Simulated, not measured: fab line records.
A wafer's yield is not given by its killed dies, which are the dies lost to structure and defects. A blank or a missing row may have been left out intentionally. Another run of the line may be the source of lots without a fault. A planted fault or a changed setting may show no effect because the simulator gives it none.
A lot that was struck, set against a sound lot :: flow nand harc :: 18 out of 1159 route steps
Sound: wafers L975.1, L975.4, L975.6. Wafers struck: L977.3, L977.4, L977.5. At the end, the cause is stated.
At each step with rows: each side's tool, then ch and its chambers, then its first start. Under that, the readings that differ: sound wafers :: struck wafers :: difference of the means :: sigmas: that difference in standard deviations of wafers without a fault.
alike: words and numbers the same on both sides, and readings whose means are apart by under 2 such deviations; not compared: readings that were withheld, readings missing a value for some wafer, numbers with overlapping values and no deviation given by the record, and bounds like >300 which may hide the same value.
A row with sigmas, a row that says differs or no value, or rows on one side alone: a step with any of these is where the two part. Non-overlapping numbers with no deviation appear without sigmas and do not part them. Lack of a reading on every wafer of one side parts them only where that side has two or more wafers.

NHARC_P_ZERO_WELL_CD_MEAS_11: the cd target is 500 nm.
  sound on cd sem-01 ch 0, day 3 19:14; struck on cd sem-01 ch 0, day 4 07:15
  alike: cd nm
then, 1 step without rows for these wafers: NHARC_P_ZERO_WELL_HARDBAKE_12 (time 65 s).
NHARC_P_ZERO_WELL_DESCUM_13: chemistry O2, time 3 s.
  sound on rie diel-03 ch 1,2,3, day 3 19:24; struck on rie diel-10 ch 0,2,3, day 4 07:25
  alike: chamber pressure mTorr, drypump motor current A, oes product au, rf vpp V, showerhead plenum p Torr, throttle valve pct
  not compared: rf hours counter h
NHARC_P_ZERO_WELL_ETCH_65: etches the open film in N2/H2, target depth 80 nm, overetch 24 nm, time 87.88 s.
  sound on rie diel-03 ch 1,2, day 3 19:29; struck on rie diel-10 ch 0,1,2, day 4 07:30
  alike: chamber pressure mTorr, drypump motor current A, oes product au, rf vpp V, showerhead plenum p Torr, throttle valve pct
  not compared: rf hours counter h
NHARC_P_ZERO_WELL_ETCH_62: etches the open film in CHF3/Ar, target depth 13 nm, time 6.5 s.
  sound: rie diel-03 ch 1,2,3; struck: rie diel-10 ch 0,1
  alike: chamber pressure mTorr, drypump motor current A, oes product au, rf vpp V, showerhead plenum p Torr, throttle valve pct
  not compared: rf hours counter h
NHARC_P_ZERO_WELL_ETCH_63: etches the open film in HBr/Cl2, target depth 120 nm, time 40.1 s.
  sound on rie si-04 ch 2,3, day 3 19:40; struck on rie si-04 ch 0,1, day 4 07:40
  alike: chamber pressure mTorr, drypump motor current A, oes product au, throttle valve pct
  not compared: rf hours counter h
then, 6 steps without rows for these wafers: NHARC_P_ZERO_WELL_STRIP_15 (strips in SPM, time 900 s); NHARC_P_ZERO_WELL_DEHYDRATE_16 (time 120 s); NHARC_P_ZERO_WELL_HMDS_17 (time 30 s); NHARC_P_ZERO_WELL_COAT_18; NHARC_P_ZERO_WELL_SOFTBAKE_19 (time 95 s); NHARC_P_ZERO_WELL_EBR_20.
NHARC_P_ZERO_WELL_EXPOSE_21: exposes mask P NWELL, target cd 720 nm.
  sound on krf scanner-01 ch 0, day 3 20:25; struck on krf scanner-01 ch 0, day 4 08:28
reading: mask
sound: P_NWELL#0 P_NWELL#0 P_NWELL#0
struck: P_PWELL#0 P_PWELL#0 P_PWELL#0
difference: differs
sigmas: 
  alike: focus offset nm
then, 2 steps without rows for these wafers: NHARC_P_ZERO_WELL_PEB_22 (peb time 85 s); NHARC_P_ZERO_WELL_DEVELOP_23 (time 70 s).
NHARC_P_ZERO_WELL_CD_MEAS_24: the cd target is 720 nm.
  sound on cd sem-03 ch 0, day 3 20:35; struck on cd sem-02 ch 0, day 4 08:37
reading: cd nm (nm)
sound: 717.7 717.0 720.1
struck: - - -
difference: no value on the struck wafers
sigmas: 
then, 1 step without rows for these wafers: NHARC_P_ZERO_WELL_HARDBAKE_25 (time 80 s).
-- break in the record here, with 23 days between the starts of the struck wafers on either side (left off in module P_ZERO_WELL, picked up again in module END, where the first step shown is number 1159 on the route) --
NHARC_END_SORT_01:
  at this point the record logs the struck wafers (prober-02 ch 0, day 27 00:43) and has no rows for the sound ones

## WHERE THEY PART
First at NHARC_P_ZERO_WELL_EXPOSE_21; last, within this record, at NHARC_END_SORT_01.

WHY: whatever the simulator had introduced
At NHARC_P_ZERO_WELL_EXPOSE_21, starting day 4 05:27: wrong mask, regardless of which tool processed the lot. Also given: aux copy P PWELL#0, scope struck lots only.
